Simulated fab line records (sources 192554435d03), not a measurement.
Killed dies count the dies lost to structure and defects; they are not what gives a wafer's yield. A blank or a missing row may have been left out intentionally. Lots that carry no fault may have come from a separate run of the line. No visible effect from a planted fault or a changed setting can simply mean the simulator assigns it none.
Chamber matching :: flow n5_finfet :: 4 sister chambers for N5_GATE_CUT_ETCH_36 on rie_diel-06
The step etches SiARC in CF4, target depth 13 nm, time 21.7 s. 8 wafers are shown with their chamber, then 7 later ones without.

## EACH WAFER AND ITS CHAMBER
wafer: L077.6
chamber: 1
oes_product_au (a.u.): 0.77
showerhead_plenum_p_Torr (Torr): 2.19

wafer: L082.3
chamber: 1
oes_product_au (a.u.): 0.77
showerhead_plenum_p_Torr (Torr): 2.18

wafer: L086.3
chamber: 0
oes_product_au (a.u.): 0.66
showerhead_plenum_p_Torr (Torr): 2.06

wafer: L090.1
chamber: 0
oes_product_au (a.u.): 0.66
showerhead_plenum_p_Torr (Torr): 2.06

wafer: L090.2
chamber: 3
oes_product_au (a.u.): 0.76
showerhead_plenum_p_Torr (Torr): 2.19

wafer: L090.5
chamber: 2
oes_product_au (a.u.): 0.64
showerhead_plenum_p_Torr (Torr): 2.07

wafer: L092.1
chamber: 2
oes_product_au (a.u.): 0.63
showerhead_plenum_p_Torr (Torr): 2.07

wafer: L092.3
chamber: 3
oes_product_au (a.u.): 0.76
showerhead_plenum_p_Torr (Torr): 2.18

## WAFERS WHOSE CHAMBER IS MISSING
wafer: L092.6
oes_product_au (a.u.): 0.65
showerhead_plenum_p_Torr (Torr): 2.06

wafer: L093.1
oes_product_au (a.u.): 0.63
showerhead_plenum_p_Torr (Torr): 2.07

wafer: L093.4
oes_product_au (a.u.): 0.75
showerhead_plenum_p_Torr (Torr): 2.18

wafer: L093.6
oes_product_au (a.u.): 0.73
showerhead_plenum_p_Torr (Torr): 2.18

wafer: L096.1
oes_product_au (a.u.): 0.75
showerhead_plenum_p_Torr (Torr): 2.18

wafer: L096.3
oes_product_au (a.u.): 0.73
showerhead_plenum_p_Torr (Torr): 2.18

wafer: L096.5
oes_product_au (a.u.): 0.74
showerhead_plenum_p_Torr (Torr): 2.18

## WHICH CHAMBER EACH WENT THROUGH
wafer: L092.6
from the rows above: can't be placed: 0 or 2
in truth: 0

wafer: L093.1
from the rows above: 2
in truth: 2

wafer: L093.4
from the rows above: 3
in truth: 3

wafer: L093.6
from the rows above: 3
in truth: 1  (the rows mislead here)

wafer: L096.1
from the rows above: 3
in truth: 3

wafer: L096.3
from the rows above: 3
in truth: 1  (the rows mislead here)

wafer: L096.5
from the rows above: 3
in truth: 3
Correctly placed: 4 of 7. Unplaceable from these rows: 1, with the true chamber sitting among the candidates in 1. 2 placed wrongly.
How it was worked out, from the rows above alone: a wafer's distance from a chamber is the root of the sum, over the readings, of the square of ((its reading less the chamber's mean) divided by the reading's scatter). The wafer belongs to the nearest chamber; if the next one is less than 2 further off, it can't be placed. For every chamber, the mean is computed from those of its wafers that are shown. The scatter: take each reading less its chamber's mean, square it, sum over the shown wafers, divide by the number of wafers less the number of chambers, and take the root.
